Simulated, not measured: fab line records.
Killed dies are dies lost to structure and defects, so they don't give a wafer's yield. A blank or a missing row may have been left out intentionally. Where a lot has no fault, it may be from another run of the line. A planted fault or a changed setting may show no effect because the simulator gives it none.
fab line records ; flow n5-finfet
record: lots: 5; wafers: 15; last-day: 18
route steps=1938 shown BEOL_M4@1094 BEOL_M5@1112 PASSIVATION@1936
lots with no fault: from the same line, run without faults
start-h: hours from the record's first day to the start of the lot's first wafer shown ; wait-h: time in hours since the lot's previous step ; " as in the row above ; L1.1+2: one row covering several wafers at once ; - no value present, or no start provided ; * or withheld: withheld ; < > ~ a bound
route shown NAME@n: NAME is a module with steps in the file, n the number in the route of the first one ; usual: the fault-free wafers' mean and standard deviation ; same: alike in all rows ; chamber/n: place in a boat ; sites: per-site readings ; _std_site: standard deviation across them ; _edge_site: inner sites' mean taken away from outer sites' mean ; radius-mm: how far each site lies from the wafer's centre ; mask NAME#n: copy n ; behind: the last tool/chamber to shape the wafer ; hold: why the lot went on hold/how many hours it stayed there/how the hold came to an end ; device: the transistor (n, p or np) that didn't switch ; end of line: the route-end tests of the same wafers ; a step with no rows: only its recipe ; killed: dies that structure and defects cost at the first sort, which is not the same as the wafer's yield ; map: shows each die of a wafer: x if killed, . if not, _ if none is there
set.NAME: the setting the step ran with; set.NAME@STEP: the setting that earlier step ran with ; model.NAME: the simulator's own value behind a step, which no gauge read
lots at selected steps of the route; one table per step, one row per wafer
services: the hour from which a tool's chamber was out of use, counted from the record's first day as start-h (under 0 if before that day), plus the number of hours and why
== steps ==
step: N5_BEOL_M4_SPUTTER_90
recipe: material: Cu; target-thk-a: 45; temp-c: -20; chamber-pressure-pa: 0.07; power-w: withheld; time-s: 8.29
step: N5_BEOL_M4_ANNEAL_91
recipe: temp-c: 400; time-s: 240; ambient: vacuum
usual: heater-power-w: 845/56
lot.wafer;tool;chamber;start-h;wait-h;heater-power-w
L143.1;pvd-sputter-03;-;206.03;0.0;941
L143.5;pvd-sputter-03;-;206.03;0.0;916
L143.6;pvd-sputter-03;-;206.03;0.0;786
L147.2;pvd-sputter-02;-;234.02;0.0;854
L147.3;pvd-sputter-02;-;234.02;0.0;830
L147.5;pvd-sputter-02;-;234.02;0.0;840
L151.1;pvd-sputter-01;-;271.11;0.0;812
L151.2;pvd-sputter-01;-;271.11;0.0;842
L151.4;pvd-sputter-01;-;271.11;0.0;875
L157.2;pvd-sputter-03;-;300.98;0.0;793
L157.3;pvd-sputter-03;-;300.98;0.0;910
L157.5;pvd-sputter-03;-;300.98;0.0;801
L163.2;pvd-sputter-02;-;339.33;0.0;932
L163.5;pvd-sputter-02;-;339.33;0.0;846
L163.6;pvd-sputter-02;-;339.33;0.0;824
step: N5_BEOL_M4_SPUTTER_92
recipe: material: Cu; target-thk-a: 45; temp-c: -20; chamber-pressure-pa: 0.07; power-w: withheld; time-s: 8.29
step: N5_BEOL_M4_ANNEAL_93
recipe: temp-c: 400; time-s: 240; ambient: vacuum
step: N5_BEOL_M4_SPUTTER_94
recipe: material: Cu; target-thk-a: 45; temp-c: -20; chamber-pressure-pa: 0.07; power-w: withheld; time-s: 8.29
usual: substrate-temp-c: -19.99/0.1; throttle-valve-pct: 29.6/1.1
lot.wafer;tool;chamber;start-h;wait-h;substrate-temp-c;throttle-valve-pct
L143.1;pvd-sputter-03;-;206.39;0.1;-19.96;30.1
L143.5;pvd-sputter-03;-;206.39;0.1;-19.85;28.2
L143.6;pvd-sputter-03;-;206.39;0.1;-20.01;29.4
L147.2;pvd-sputter-02;-;234.38;0.1;-20.02;28.7
L147.3;pvd-sputter-02;-;234.38;0.1;-19.93;28.6
L147.5;pvd-sputter-02;-;234.38;0.1;-20.10;28.6
L151.1;pvd-sputter-01;-;271.47;0.1;-20.12;30.3
L151.2;pvd-sputter-01;-;271.47;0.1;-19.95;31.7
L151.4;pvd-sputter-01;-;271.47;0.1;-19.97;31.5
L157.2;pvd-sputter-03;-;301.34;0.1;-20.06;30.6
L157.3;pvd-sputter-03;-;301.34;0.1;-19.98;28.2
L157.5;pvd-sputter-03;-;301.34;0.1;-20.06;29.4
L163.2;pvd-sputter-02;-;339.69;0.1;-19.86;30.1
L163.5;pvd-sputter-02;-;339.69;0.1;-19.86;28.7
L163.6;pvd-sputter-02;-;339.69;0.1;-19.79;28.3
step: N5_BEOL_M4_ANNEAL_95
recipe: temp-c: 400; time-s: 240; ambient: vacuum
step: N5_BEOL_M4_SPUTTER_96
recipe: material: Cu; target-thk-a: 45; temp-c: -20; chamber-pressure-pa: 0.07; power-w: withheld; time-s: 8.29
step: N5_BEOL_M4_ECD_50
recipe: material: Cu; target-thk-a: 3000
step: N5_BEOL_M4_ANNEAL_51
recipe: temp-c: 225; time-s: 90; ambient: N2
step: N5_BEOL_M4_CMP_52
recipe: stop-on: SiOC; t-overpolish-s: 6.8; down-force-psi: 1; platen-rpm: 50; clearing-platen-down-force-psi: 1.5; clearing-platen-rpm: 50; post-cmp-clean: cu-alkaline; target-thk-nm: 40; clearing-platen-pad-velocity-m-s: 0.99484; pad-velocity-m-s: 0.99484
step: N5_BEOL_M4_THK_MEAS_53
recipe: thk-meas-gauge: xrf; reads: Cu_of_BEOL_M4_ECD_50
usual: M4_THK: 39.4/1.3
lot.wafer;tool;chamber;start-h;wait-h;M4_THK[nm]
L143.1;film-metro-02;-;207.40;-;38.7
L143.5;film-metro-02;-;207.40;-;39.2
L143.6;film-metro-02;-;207.40;-;40.4
L147.2;film-metro-02;-;235.39;-;40.2
L147.3;film-metro-02;-;235.39;-;40.1
L147.5;film-metro-02;-;235.39;-;38.9
L151.1;film-metro-02;-;272.48;-;40.3
L151.2;film-metro-02;-;272.48;-;38.2
L151.4;film-metro-02;-;272.48;-;39.0
L157.2;film-metro-01;-;302.34;-;40.9
L157.3;film-metro-01;-;302.34;-;39.7
L157.5;film-metro-01;-;302.34;-;38.7
L163.2;film-metro-02;-;340.70;-;37.2
L163.5;film-metro-02;-;340.70;-;38.6
L163.6;film-metro-02;-;340.70;-;37.7
step: N5_BEOL_M4_PRE_CLEAN_60
recipe: gas: NH3/H2; time-s: 15; temp-c: *; rf-power-w: 300
step: N5_BEOL_M4_CO_CAP_55
recipe: material: Co; target-thk-a: 20; temp-c: 200; precursor: CCTBA/H2; pressure-torr: 30; time-s: 102.1
usual: chamber-pressure-Torr: 30.01/0.063; heater-power-w: 249/23
lot.wafer;tool;chamber;start-h;wait-h;chamber-pressure-Torr;heater-power-w
L143.1;cvd-co-01;1;207.47;0.0;30.02;280
L143.5;cvd-co-01;2;207.47;0.0;29.99;229
L143.6;cvd-co-01;1;207.47;0.0;29.88;290
L147.2;cvd-co-02;1;235.46;0.0;29.97;234
L147.3;cvd-co-02;0;235.46;0.0;30.00;254
L147.5;cvd-co-02;0;235.46;0.0;29.98;255
L151.1;cvd-co-02;2;272.56;0.0;30.06;231
L151.2;cvd-co-02;1;272.56;0.0;29.93;229
L151.4;cvd-co-02;2;272.56;0.0;30.07;232
L157.2;cvd-co-01;2;302.42;0.0;30.04;228
L157.3;cvd-co-01;0;302.42;0.0;29.95;272
L157.5;cvd-co-01;1;302.42;0.0;30.10;285
L163.2;cvd-co-01;0;340.80;0.0;29.83;269
L163.5;cvd-co-01;2;340.80;0.0;29.97;230
L163.6;cvd-co-01;0;340.80;0.0;30.01;273
step: N5_BEOL_M4_PRE_CLEAN_56
recipe: gas: NH3; time-s: 15; temp-c: withheld; rf-power-w: 300
step: N5_BEOL_M4_DEP_57
recipe: material: SiCN; target-thk-a: 80; temp-c: withheld; precursor: 3MS/NH3; pressure-torr: 3; rf-w: 202; time-s: 14
usual: chamber-pressure-Torr: 3.000/0.0065; showerhead-plenum-p-Torr: 3.672/0.015; throttle-valve-pct: 9.1/0.79
lot.wafer;tool;chamber;start-h;wait-h;chamber-pressure-Torr;showerhead-plenum-p-Torr;throttle-valve-pct
L143.1;pecvd-04;0;207.59;0.0;2.999;3.661;8.1
L143.5;pecvd-04;1;207.59;0.0;3.008;3.655;10.0
L143.6;pecvd-04;2;207.59;0.0;3.000;3.672;8.5
L147.2;pecvd-01;1;235.58;0.0;2.996;3.676;9.3
L147.3;pecvd-01;2;235.58;0.0;3.004;3.658;8.7
L147.5;pecvd-01;0;235.58;0.0;2.990;3.685;8.4
L151.1;pecvd-04;1;272.67;0.0;3.003;3.648;9.7
L151.2;pecvd-04;0;272.67;0.0;3.004;3.654;8.6
L151.4;pecvd-04;2;272.67;0.0;3.013;3.669;8.6
L157.2;pecvd-03;1;302.54;0.0;2.993;3.690;9.7
L157.3;pecvd-03;2;302.54;0.0;2.999;3.682;8.0
L157.5;pecvd-03;1;302.54;0.0;2.995;3.689;9.5
L163.2;pecvd-01;2;340.96;0.0;2.996;3.660;8.4
L163.5;pecvd-01;2;340.96;0.0;2.995;3.669;9.0
L163.6;pecvd-01;1;340.96;0.0;3.008;3.679;9.2
step: N5_BEOL_M4_RS_MEAS_58
recipe: thk-meas-gauge: four-point-probe; reads: Co_of_BEOL_M4_CO_CAP_55+Cu_of_BEOL_M4_ECD_50+Co_of_BEOL_M4_CVD_47+TaN_of_BEOL_M4_ALD_84
usual: M4_RS: 0.682/0.029
lot.wafer;tool;chamber;start-h;wait-h;M4_RS[ohm/sq]
L143.1;film-metro-01;-;207.66;0.0;0.690
L143.5;film-metro-01;-;207.66;0.0;0.681
L143.6;film-metro-01;-;207.66;0.0;0.657
L147.2;film-metro-01;-;235.65;0.1;0.666
L147.3;film-metro-01;-;235.65;0.1;0.668
L147.5;film-metro-01;-;235.65;0.1;0.691
L151.1;film-metro-01;-;272.74;0.0;0.664
L151.2;film-metro-01;-;272.74;0.0;0.709
L151.4;film-metro-01;-;272.74;0.0;0.686
L157.2;film-metro-02;-;302.60;0.1;0.653
L157.3;film-metro-02;-;302.60;0.1;0.679
L157.5;film-metro-02;-;302.60;0.1;0.702
L163.2;film-metro-02;-;341.05;0.1;0.745
L163.5;film-metro-02;-;341.05;0.1;0.708
L163.6;film-metro-02;-;341.05;0.1;0.734
step: N5_BEOL_M4_INSPECT_59
recipe: inspect-instrument: darkfield; mode: post-dep
usual: raw-defect-count: 74/28
lot.wafer;tool;chamber;start-h;wait-h;raw-defect-count
L143.1;defect-inspect-02;-;207.68;0.0;80
L143.5;defect-inspect-02;-;207.68;0.0;118
L143.6;defect-inspect-02;-;207.68;0.0;68
L147.2;defect-inspect-01;-;235.67;0.0;76
L147.3;defect-inspect-01;-;235.67;0.0;40
L147.5;defect-inspect-01;-;235.67;0.0;76
L151.1;defect-inspect-01;-;272.76;0.0;722
L151.2;defect-inspect-01;-;272.76;0.0;44
L151.4;defect-inspect-01;-;272.76;0.0;702
L157.2;defect-inspect-02;-;302.63;0.0;81
L157.3;defect-inspect-02;-;302.63;0.0;109
L157.5;defect-inspect-02;-;302.63;0.0;69
L163.2;defect-inspect-02;-;341.07;0.0;92
L163.5;defect-inspect-02;-;341.07;0.0;91
L163.6;defect-inspect-02;-;341.07;0.0;81
step: N5_BEOL_M4_RC_MEAS_101
usual: DIBL_N: 36.0/2.2; DIBL_P: 36.2/2.4; IOFF_N: 0.16/0.035; IOFF_P: 0.21/0.037; ION_N: 672/13; ION_P: 461/7; SS_N: 71.4/0.69; SS_P: 73.2/0.75; VT_N: 250/3.4; VT_P: -251/3
lot.wafer;tool;chamber;start-h;wait-h;DIBL_N[mV/V];DIBL_P[mV/V];IOFF_N[nA/um];IOFF_P[nA/um];ION_N[uA/um];ION_P[uA/um];SS_N[mV/dec];SS_P[mV/dec];VT_N[mV];VT_P[mV]
L143.1;prober-01;0;207.81;0.1;36.6;36.3;0.14;0.21;674;464;71.2;72.9;252;-248
L143.5;prober-01;0;207.81;0.1;34.6;33.4;0.10;0.17;655;461;70.7;71.9;259;-250
L143.6;prober-01;0;207.81;0.1;36.5;36.1;0.13;0.21;671;468;71.8;72.7;252;-248
L147.2;prober-02;0;235.85;0.2;37.9;39.0;0.19;0.27;677;463;71.8;74.1;246;-249
L147.3;prober-02;0;235.85;0.2;34.0;33.4;0.13;0.17;679;462;69.7;72.4;249;-250
L147.5;prober-02;0;235.85;0.2;38.6;39.8;0.23;0.29;692;477;71.1;74.2;241;-245
L151.1;prober-02;0;272.79;0.0;34.9;36.2;0.15;0.19;666;456;71.9;73.1;248;-252
L151.2;prober-02;0;272.79;0.0;35.6;36.9;0.17;0.22;678;459;72.1;73.2;250;-250
L151.4;prober-02;0;272.79;0.0;35.9;37.3;0.17;0.22;669;458;71.5;73.8;248;-253
L157.2;prober-01;0;302.81;0.2;33.9;33.1;0.11;0.17;657;458;70.2;72.8;253;-254
L157.3;prober-01;0;302.81;0.2;36.3;35.1;0.14;0.19;669;457;71.1;73.5;251;-251
L157.5;prober-01;0;302.81;0.2;34.0;33.0;0.11;0.16;649;454;70.1;72.9;253;-253
L163.2;prober-01;0;341.25;0.2;38.0;36.8;0.19;0.22;691;470;71.4;73.7;244;-248
L163.5;prober-01;0;341.25;0.2;38.4;37.7;0.18;0.24;679;466;71.6;73.9;247;-250
L163.6;prober-01;0;341.25;0.2;39.5;40.4;0.24;0.29;702;484;72.3;74.4;245;-247
step: N5_BEOL_M5_ILD_DEP_00
recipe: material: SiCOH_lowk; target-thk-a: 1406.4; temp-c: 300; precursor: DEMS/porogen; pressure-torr: 5; rf-w: 500; time-s: 25.9
step: N5_BEOL_M5_CURE_79
recipe: temp-c: 385; time-s: 240; ambient: He/Ar; material: SiCOH_lowk
step: N5_BEOL_M5_THK_MEAS_01
recipe: reads: SiCOH_lowk_of_BEOL_M5_ILD_DEP_00
usual: M5_ILD_THK: 120.9/1.7
lot.wafer;tool;chamber;start-h;wait-h;M5_ILD_THK[nm]
L143.1;film-metro-02;-;209.35;0.4;119.7
L143.5;film-metro-02;-;209.35;0.4;119.2
L143.6;film-metro-02;-;209.35;0.4;122.0
L147.2;film-metro-01;-;237.25;0.4;119.1
L147.3;film-metro-01;-;237.25;0.4;121.0
L147.5;film-metro-01;-;237.25;0.4;118.6
L151.1;film-metro-01;-;274.33;0.4;119.9
L151.2;film-metro-01;-;274.33;0.4;118.3
L151.4;film-metro-01;-;274.33;0.4;120.4
L157.2;film-metro-01;-;304.19;0.4;119.3
L157.3;film-metro-01;-;304.19;0.4;122.5
L157.5;film-metro-01;-;304.19;0.4;123.8
L163.2;film-metro-01;-;342.63;0.4;120.6
L163.5;film-metro-01;-;342.63;0.4;124.1
L163.6;film-metro-01;-;342.63;0.4;122.2
step: N5_BEOL_M5_PECVD_70
recipe: material: SiO2; target-thk-a: 160; temp-c: 400; precursor: TEOS/O2; pressure-torr: 5.5; rf-w: 450; teos-flow-sccm: 53.8; gas: O2; flow-sccm: 3000; time-s: 18
step: N5_BEOL_M5_HM_DEP_02
recipe: material: TiN; target-thk-a: 200; temp-c: 25; chamber-pressure-pa: 0.49996
usual: substrate-temp-c: 25.00/0.1; throttle-valve-pct: 30.2/1.1
lot.wafer;tool;chamber;start-h;wait-h;substrate-temp-c;throttle-valve-pct
L143.1;pvd-sputter-03;-;212.41;3.0;25.10;28.3
L143.5;pvd-sputter-03;-;212.41;3.0;24.86;30.1
L143.6;pvd-sputter-03;-;212.41;3.0;25.08;29.1
L147.2;pvd-sputter-02;-;238.24;0.9;25.16;30.4
L147.3;pvd-sputter-02;-;238.24;0.9;24.96;29.0
L147.5;pvd-sputter-02;-;238.24;0.9;24.96;29.9
L151.1;pvd-sputter-01;-;275.24;0.8;25.07;31.7
L151.2;pvd-sputter-01;-;275.24;0.8;24.93;31.2
L151.4;pvd-sputter-01;-;275.24;0.8;25.08;30.4
L157.2;pvd-sputter-02;-;306.32;2.1;25.05;28.9
L157.3;pvd-sputter-02;-;306.32;2.1;25.03;28.3
L157.5;pvd-sputter-02;-;306.32;2.1;25.00;30.3
L163.2;pvd-sputter-03;-;343.09;0.4;25.27;30.1
L163.5;pvd-sputter-03;-;343.09;0.4;24.94;28.5
L163.6;pvd-sputter-03;-;343.09;0.4;25.19;29.3
step: N5_BEOL_M5_COAT_59
recipe: resist: SOC; temp-c: 250; time-s: 60; spin-rpm: 1500; resist-thk-nm: 60
step: N5_BEOL_M5_COAT_60
recipe: resist: SiARC; temp-c: 220; time-s: 60; spin-rpm: 1500; resist-thk-nm: 12
step: N5_BEOL_M5_COAT_71
recipe: resist: underlayer; temp-c: 205; time-s: 60; spin-rpm: 1500; resist-thk-nm: 5
step: N5_BEOL_M5_COAT_05
recipe: resist: CAR-EUV; spin-rpm: 1500; resist-thk-nm: 30
step: N5_BEOL_M5_EBR_07
recipe: solvent: PGMEA; ebr-width-mm: 1.5
step: N5_BEOL_M5_SOFTBAKE_06
recipe: temp-c: 110; time-s: 60; resist: CAR-EUV
step: N5_BEOL_M5_EXPOSE_08
recipe: mask-id: M5; na: 0.33; source-shape: annular; sigma-inner: 0.4; sigma-outer: 0.8; polarization: unpolarized; target-cd-nm: 28; dose-mj: 35.75
step: N5_BEOL_M5_PEB_09
recipe: peb-temp-c: 100; peb-time-s: 60; resist: CAR-EUV
step: N5_BEOL_M5_DEVELOP_10
recipe: develop-time-s: 30; developer: TMAH; resist: CAR-EUV; rinse-liquid: surfactant-rinse; dry: air-spin; dev-temp-c: 23
step: N5_BEOL_M5_CD_MEAS_11
recipe: target-cd-nm: 27.74; landing-energy-ev: 500; detector: se-inlens
usual: cd-nm: 28.05/0.27
lot.wafer;tool;chamber;start-h;wait-h;cd-nm
L143.1;cd-sem-02;0;212.80;-;28.41
L143.5;cd-sem-02;0;212.80;-;28.33
L143.6;cd-sem-02;0;212.80;-;28.26
L147.2;cd-sem-03;0;238.76;-;28.03
L147.3;cd-sem-03;0;238.76;-;28.28
L147.5;cd-sem-03;0;238.76;-;27.77
L151.1;cd-sem-01;0;275.63;-;28.26
L151.2;cd-sem-01;0;275.63;-;28.29
L151.4;cd-sem-01;0;275.63;-;28.39
L157.2;cd-sem-01;0;306.71;-;27.99
L157.3;cd-sem-01;0;306.71;-;28.26
L157.5;cd-sem-01;0;306.71;-;28.15
L163.2;cd-sem-02;0;343.60;-;28.06
L163.5;cd-sem-02;0;343.60;-;27.91
L163.6;cd-sem-02;0;343.60;-;27.99
step: N5_BEOL_M5_OVL_MEAS_12
recipe: points-per-wafer: 522
usual: M5_OVL: -0.2/0.6
lot.wafer;tool;chamber;start-h;wait-h;M5_OVL[nm]
L143.1;overlay-02;0;212.83;0.0;-0.9
L143.5;overlay-02;0;212.83;0.0;0.0
L143.6;overlay-02;0;212.83;0.0;-0.4
L147.2;overlay-01;0;238.80;0.0;0.9
L147.3;overlay-01;0;238.80;0.0;-0.3
L147.5;overlay-01;0;238.80;0.0;-0.5
L151.1;overlay-02;0;275.66;0.0;-0.2
L151.2;overlay-02;0;275.66;0.0;0.6
L151.4;overlay-02;0;275.66;0.0;0.7
L157.2;overlay-01;0;306.74;0.0;-1.5
L157.3;overlay-01;0;306.74;0.0;0.9
L157.5;overlay-01;0;306.74;0.0;0.7
L163.2;overlay-01;0;343.64;0.0;-0.3
L163.5;overlay-01;0;343.64;0.0;-0.3
L163.6;overlay-01;0;343.64;0.0;-0.4
step: N5_BEOL_M5_INSPECT_13
recipe: mode: adi; inspect-instrument: brightfield
usual: raw-defect-count: 434/90
lot.wafer;tool;chamber;start-h;wait-h;raw-defect-count
L143.1;defect-inspect-02;-;212.89;0.1;440
L143.5;defect-inspect-02;-;212.89;0.1;489
L143.6;defect-inspect-02;-;212.89;0.1;349
L147.2;defect-inspect-01;-;238.86;0.1;619
L147.3;defect-inspect-01;-;238.86;0.1;515
L147.5;defect-inspect-01;-;238.86;0.1;435
L151.1;defect-inspect-02;-;275.72;0.1;1123
L151.2;defect-inspect-02;-;275.72;0.1;538
L151.4;defect-inspect-02;-;275.72;0.1;1144
L157.2;defect-inspect-01;-;306.80;0.0;613
L157.3;defect-inspect-01;-;306.80;0.0;445
L157.5;defect-inspect-01;-;306.80;0.0;517
L163.2;defect-inspect-02;-;343.69;0.0;454
L163.5;defect-inspect-02;-;343.69;0.0;465
L163.6;defect-inspect-02;-;343.69;0.0;454
step: N5_BEOL_M5_DESCUM_16
recipe: chemistry: O2; time-s: 7; source-power-w: 50; bias-power-w: 20; pressure-mtorr: 20; rf-frequency-hz: 2.712e+07; temp-c: 40; resist: CAR-EUV; o2-flow-sccm: 225
usual: drypump-motor-current-A: 5.9/0.34; oes-product-au: 0.83/0.096; rf-vpp-V: 243.8/1.2; showerhead-plenum-p-Torr: 2.13/0.066; throttle-valve-pct: 20.43/0.19
lot.wafer;tool;chamber;start-h;wait-h;drypump-motor-current-A;oes-product-au;rf-hours-counter-h;rf-vpp-V;showerhead-plenum-p-Torr;throttle-valve-pct
L143.1;rie-diel-02;0;213.24;0.3;5.5;0.74;174;243.5;2.16;20.85
L143.5;rie-diel-02;0;213.24;0.3;5.5;0.74;-;245.7;2.16;20.86
L143.6;rie-diel-02;3;213.24;0.3;6.3;0.89;-;245.9;2.23;20.44
L147.2;rie-diel-02;2;239.07;0.2;6.2;0.68;230;244.0;2.06;20.32
L147.3;rie-diel-02;1;239.07;0.2;5.7;0.91;22;243.3;2.12;20.10
L147.5;rie-diel-02;3;239.07;0.2;6.3;0.88;-;245.5;2.23;20.41
L151.1;rie-diel-01;3;275.78;0.1;5.8;0.82;85;243.9;2.10;20.42
L151.2;rie-diel-01;0;275.78;0.1;6.3;0.82;86;244.7;2.10;20.57
L151.4;rie-diel-01;1;275.78;0.1;5.8;0.91;18;243.1;2.16;20.55
L157.2;rie-diel-01;3;306.94;0.1;5.8;0.81;95;242.2;2.10;20.43
L157.3;rie-diel-01;2;306.94;0.1;5.9;0.92;41;242.7;2.22;20.29
L157.5;rie-diel-01;3;306.94;0.1;5.8;0.81;-;244.1;2.10;20.46
L163.2;rie-diel-02;3;343.73;0.0;6.3;0.84;77;246.1;2.22;20.46
L163.5;rie-diel-02;2;343.73;0.0;6.2;0.95;-;242.4;2.05;20.02
L163.6;rie-diel-02;1;343.73;0.0;5.7;0.85;-;243.8;2.11;20.16
step: N5_PASSIVATION_PROBE_49
usual: defect-limited-yield: 91.2/1.4; killed_at_M0_to_M3: 34/9.4; killed_at_M4_up: 14/5.6; killed-at-contacts: 13/7.8; killed-at-front-end: 37/10; killed-at-other: 4/3.3; killed-dies: 103/17; killed-on-rim: 14/3.5; killed-open: 68/13; killed-short: 33/8.2; sort_bin_5_function: 5.1/0.92; sort_bin_6_memory: 3.3/0.71; sort-n-pass: 1077/17; sort-yield-pct: 91.2/1.4
same: gross-dies: 1180; killed-at-back-side: 0; sort_bin_4_leakage[%]: 0; sort_bin_8_speed[%]: 0
lot.wafer;tool;chamber;start-h;wait-h;defect-limited-yield[%];killed_at_M0_to_M3;killed_at_M4_up;killed-at-contacts;killed-at-front-end;killed-at-other;killed-dies;killed-on-rim;killed-open;killed-short;sort_bin_5_function[%];sort_bin_6_memory[%];sort-n-pass;sort-yield-pct[%]
L151.1;prober-01;-;377.92;0.0;82.0;38;140;8;25;1;212;33;65;26;12.1;3.2;968;82.0
L151.4;prober-01;-;378.07;0.2;82.3;48;120;5;34;2;209;29;57;35;9.5;5.0;971;82.3
L163.2;prober-02;-;441.06;0.2;90.8;37;18;8;45;1;109;16;75;33;4.9;4.1;1071;90.8
L163.5;prober-02;-;441.21;0.3;90.2;51;17;9;37;2;116;18;59;55;5.7;3.6;1064;90.2
L163.6;prober-02;-;441.26;0.4;91.9;43;21;11;17;4;96;13;67;26;4.2;3.6;1084;91.9
killed by level:class
L151.1 BEOL_M4:unspecified=120 BEOL_M0_SAQP:geometric-particle:open=16 STI_FIN_REVEAL:geometric-particle:open=10 BEOL_M0_SAQP:geometric-particle:short=10 MOL_CONTACT_COAG:geometric-particle:open=8 BEOL_M5:geometric-particle:open=6 BEOL_M2:geometric-particle:open=5 GATE_CUT:geometric-particle:short=5
L151.4 BEOL_M4:unspecified=109 BEOL_M0_SAQP:geometric-particle:short=16 FIN_SAQP:geometric-particle:open=9 BEOL_M0_SAQP:geometric-particle:open=9 BEOL_M1:geometric-particle:open=7 BEOL_M2:geometric-particle:open=7 HKMG_FIN:area-etch=7 FIN_SAQP:geometric-particle:short=5
L163.2 STI_FIN_REVEAL:geometric-particle:open=19 BEOL_M4:geometric-particle:open=10 FIN_SAQP:geometric-particle:open=6 FIN_SAQP:geometric-particle:short=6 MOL_CONTACT_COAG:geometric-particle:open=6 BEOL_M3:geometric-particle:open=6 BEOL_M1:geometric-particle:short=5 BEOL_M1:geometric-particle:open=5
L163.5 BEOL_M0_SAQP:geometric-particle:short=15 BEOL_M0_SAQP:geometric-particle:open=10 DUMMY_GATE:geometric-particle:open=10 BEOL_M4:geometric-particle:open=9 FIN_SAQP:geometric-particle:short=7 DUMMY_GATE:geometric-particle:short=7 MOL_CONTACT_COAG:geometric-particle:open=7 FIN_SAQP:geometric-particle:open=5
L163.6 BEOL_M4:geometric-particle:open=14 BEOL_M1:geometric-particle:open=12 MOL_CONTACT_COAG:geometric-particle:open=7 BEOL_M0_SAQP:geometric-particle:short=7 BEOL_M0_SAQP:geometric-particle:open=7 BEOL_M1:geometric-particle:short=6 BEOL_M2:geometric-particle:open=5 FIN_SAQP:geometric-particle:open=4
map L151.1 (x killed, . not)
_________________............________________
______________......x..........._____________
___________x..........x.........xx.__________
__________.........xx.......x......._________
________....................x.......x._______
_______...x.x............x.............______
______.......x....x...............x....x_____
_____.x....x...........x.................____
____.......x.............x.....x...x......___
___....x.......x.x.............x.........xx__
___......x..........x....x...............xx__
__x..........x.............x.........x.x...x_
__.x.......x................................_
_...x.......x...xx..x.......................x
_x.........x.................................
_..x....x.........................x.......x..
_...................x.......x........x.xx.x..
_............................................
_..x.................xx.........xx...........
_........x..x.............x.................x
_..x....x....................................
__.........................................._
__.......x................x.............x..._
___.....................xx..x....x.........__
___..............xxx.x..xxx................__
____.x............xxxxxxxx..........x.....___
_____x.........xxxxxxxxxxx....x..x.xx....____
______.......x.xxxxxxxxxxxxx............_____
_______.......xxxxxxxxxxxxxxx..........______
________.....xxxxxxxxxxxxxxxx....x...._______
__________....xxxxxxxxxxxxxx........_________
___________...xxxxxxxxxxxxx.x.....x__________
______________x.xxxxxxxxxxxx...._____________
_________________xxxxxxxxxxxx________________
map L147.5 (x killed, . not)
_________________....x.x...x.________________
______________.x...x............_____________
___________...........x....x.......__________
__________xx..x..................x.._________
________xx............x..............._______
_______....x..............x............______
______...x.........x.....x.............._____
_____....x...x...............x..x.....x..____
____...x.............x......x.x...x.......___
___........................................__
___............x.....x........x.......x....__
__...x...x...x..............x.............x._
__....x............x...x................x..._
_.....x....x.................................
_.x...............x........x..........x.xx...
_..x...xx.....x..................x..x........
_...................x..................x.....
_x.x.x...............................x.......
_.........x............x..x......x...x...x...
_..x.......x..x.x......x.x......x....x.......
_.......x........x...........................
__..x.......x...............x..............._
__.........................................x_
___.....................................x..__
___...................x....................__
____.........x............................___
_____....x.x.....x................x......____
______.x...x.....x.x.........x.........._____
_______.x.x..............xx........x...______
________.............................._______
__________...............x.x........_________
___________...x.x.........x........__________
______________.....xx...x.x...x._____________
_________________..x..x...x.x________________
== services ==
tool;chamber;start-h;hours;kind
pvd-sputter-02;-;183.42;2.3;repair
pecvd-04;0;185.76;4.8;repair
pecvd-01;-;188.11;1.8;repair
rie-diel-01;1;189.91;-;clean
rie-diel-01;1;189.91;-;consumable-replace:focus-ring
rie-diel-02;1;203.82;16.6;repair
rie-diel-01;3;205.00;4.9;repair
pecvd-01;0;206.51;20.5;repair
pecvd-04;-;224.36;1.5;repair
pecvd-03;0;225.67;2.2;repair
rie-diel-01;3;252.29;4.1;repair
rie-diel-02;-;263.90;1.7;repair
pecvd-04;-;305.66;14.0;repair
rie-diel-01;0;309.55;5.6;repair
rie-diel-02;2;313.40;-;clean
rie-diel-02;2;313.40;-;consumable-replace:focus-ring
rie-diel-02;2;313.40;18.2;scheduled-down
rie-diel-02;2;313.40;18.2;vent-cycle
rie-diel-01;-;320.61;2.8;pm
cvd-co-02;-;326.75;0.5;repair
cvd-co-01;1;333.40;-;clean
cvd-co-01;1;333.40;22.0;scheduled-down
cvd-co-01;1;333.40;22.0;vent-cycle
pecvd-01;0;340.13;6.7;repair
== key ==
first-sign: step: N5_BEOL_M4_INSPECT_59; reading: raw-defect-count; direction: up; sigmas: 23; usual: 74; struck: 712
effect: step: N5_BEOL_M5_INSPECT_13; reading: raw-defect-count; direction: up; sigmas: 7.8; usual: 434; struck: 1134
effect: step: N5_PASSIVATION_PROBE_49; reading: killed_at_M4_up; direction: up; sigmas: 21; usual: 14; struck: 130
more-kills-born-at: N5_BEOL_M4_CO_CAP_55@cvd-co-02: 229
met-at N5_BEOL_M4_CO_CAP_55
struck-wafers L151.1,L151.4
fault: kind: chamber-particle-source; tool: cvd-co-02; chamber: 2; onset-h: 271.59; steps: N5_BEOL_M4_CO_CAP_55; rate-per-visit-cm2: 1.0103; end-h: 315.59
